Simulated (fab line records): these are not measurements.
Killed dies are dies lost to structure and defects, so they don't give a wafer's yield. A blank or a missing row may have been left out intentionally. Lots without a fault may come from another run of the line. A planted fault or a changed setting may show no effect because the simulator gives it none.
2 desks, one fault ; flow n5_finfet ; every desk sees just its own numbers, and what lay behind them comes last

THE DEFECT DESK
Counts from the inspections along the route, per lot, as means over the sampled wafers that have a number. Marked OUT: a lot whose mean sits more than 4 standard deviations from the usual mean, which makes it out of limits; the brackets give that distance.
Columns: A = raw_defect_count at N5_BEOL_M13_INSPECT_55, usual 71
lot;first seen here;A
L711;day 11 17:14;98
L709;day 11 20:13;75
L713;day 13 03:50;63
L715;day 13 10:36;59
L720;day 13 23:24;74
L719;day 14 04:16;73
L726;day 15 16:02;61
L728;day 16 18:19;56
L731;day 16 23:48;55
L729;day 17 00:19;125
L732;day 17 15:26;81
This desk's verdict: no lot among the 11 shows anything out of limits.

DESK OF THE TOOL OWNER: rie_diel-03
The tool's own readings at N5_BEOL_M13_ETCH_38 (etches SiCN in CF4/N2, target depth 67.5 nm, time 71.9 s): means of the sampled wafers that have a number, for each lot that ran on this tool. Marked OUT: a lot whose mean sits more than 4 standard deviations from the usual mean, which makes it out of limits; the brackets give that distance.
Columns: A = bias_w at N5_BEOL_M13_ETCH_38, usual 69.99 W; B = drypump_motor_current_A at N5_BEOL_M13_ETCH_38, usual 5.41 A; C = mfc_ar_sccm at N5_BEOL_M13_ETCH_38, usual 99.9 sccm; D = oes_product_au at N5_BEOL_M13_ETCH_38, usual 0.81 a.u.; E = rf_vpp_V at N5_BEOL_M13_ETCH_38, usual 382.6 V; F = showerhead_plenum_p_Torr at N5_BEOL_M13_ETCH_38, usual 2.22 Torr; G = throttle_valve_pct at N5_BEOL_M13_ETCH_38, usual 15.36 %
lot;first seen here;A;B;C;D;E;F;G
L709;day 11 18:24;69.89;5.72;100.0;0.72;382.9;2.22;15.32
L715;day 13 08:55;69.99;5.27;99.9;0.87;383.1;2.22;15.28
L720;day 13 21:32;70.06;5.13;99.7;1.10;384.1;2.25;15.33
L719;day 14 02:43;69.80;5.41;99.9;0.96;383.5;2.22;15.34
L732;day 17 13:46;70.00;5.42;100.0;0.89;382.5;2.21;15.22
This desk's verdict: no lot among the 5 shows anything out of limits.

TAKEN TOGETHER
Nothing the defect desk looked at was out of limits.
Nothing out of limits was seen by the tool owner's desk.

WHAT THE SIMULATOR HAD PUT IN
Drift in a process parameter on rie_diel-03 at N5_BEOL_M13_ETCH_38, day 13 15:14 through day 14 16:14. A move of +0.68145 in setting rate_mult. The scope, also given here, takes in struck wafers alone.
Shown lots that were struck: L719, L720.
